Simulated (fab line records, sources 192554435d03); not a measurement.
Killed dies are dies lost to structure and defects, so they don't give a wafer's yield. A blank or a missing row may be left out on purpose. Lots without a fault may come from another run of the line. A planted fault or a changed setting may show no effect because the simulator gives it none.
Chamber matching | flow n5_finfet | N5_FIN_SAQP_ETCH_34 on rie_diel-01: 4 sister chambers
The step etches SiO2 in C4F6/O2, target depth 45 nm, time 15 s. 14 wafers are shown with their chamber, then 7 later ones without.

WAFERS WITH THEIR CHAMBER
wafer  | chamber | rf_vpp_V (V) | showerhead_plenum_p_Torr (Torr) | throttle_valve_pct (%)
L086.1 | 1       | 655          | 2.85                            | 21.10
L086.2 | 0       | 719          | 2.79                            | 20.77
L086.6 | 2       | 701          | 2.90                            | 20.95
L087.1 | 2       | 702          | 2.90                            | 20.98
L087.2 | 1       | 655          | 2.85                            | 21.11
L087.4 | 0       | 718          | 2.79                            | 20.78
L089.1 | 2       | 702          | 2.90                            | 20.97
L089.4 | 1       | 655          | 2.85                            | 21.11
L089.6 | 0       | 720          | 2.79                            | 20.78
L090.1 | 1       | 656          | 2.84                            | 21.10
L090.3 | 3       | 716          | 2.94                            | 21.13
L090.5 | 1       | 655          | 2.84                            | 21.09
L093.2 | 0       | 720          | 2.79                            | 20.79
L093.3 | 2       | 701          | 2.89                            | 20.97

SIGNATURES (means of the wafers above)
reading                  | chamber 0 | chamber 1 | chamber 2 | chamber 3 | scatter within a chamber
rf_vpp_V                 | 719.25    | 655.20    | 701.50    | 716.00    | 0.675
showerhead_plenum_p_Torr | 2.7900    | 2.8460    | 2.8975    | 2.9400    | 0.00442
throttle_valve_pct       | 20.7800   | 21.1020   | 20.9675   | 21.1300   | 0.00977
Rule: a wafer's distance from a chamber is the root of the sum, over the readings, of the square of ((its reading less the chamber's mean) divided by the reading's scatter). The wafer belongs to the nearest chamber; if the next one is less than 2 further off, it can't be placed. The scatter: the root of (the sum of the squares of (reading less its chamber's mean) over the shown wafers, divided by (wafers less chambers)).

WAFERS WITHOUT THEIR CHAMBER
wafer  | rf_vpp_V (V) | showerhead_plenum_p_Torr (Torr) | throttle_valve_pct (%)
L093.5 | 702          | 2.89                            | 20.99
L096.2 | 714          | 2.94                            | 21.15
L096.4 | 701          | 2.89                            | 20.98
L096.6 | 655          | 2.84                            | 21.12
L097.3 | 714          | 2.93                            | 21.15
L097.5 | 714          | 2.93                            | 21.13
L097.6 | 702          | 2.89                            | 21.00

WHICH CHAMBER EACH WENT THROUGH
wafer  | from the rows above | in truth
L093.5 | 2                   | 2
L096.2 | 3                   | 3
L096.4 | 2                   | 2
L096.6 | 1                   | 1
L097.3 | 3                   | 3
L097.5 | 3                   | 3
L097.6 | 2                   | 2
Placed correctly: 7 of 7. Can't be placed from these rows: 0. Placed wrongly: 0.
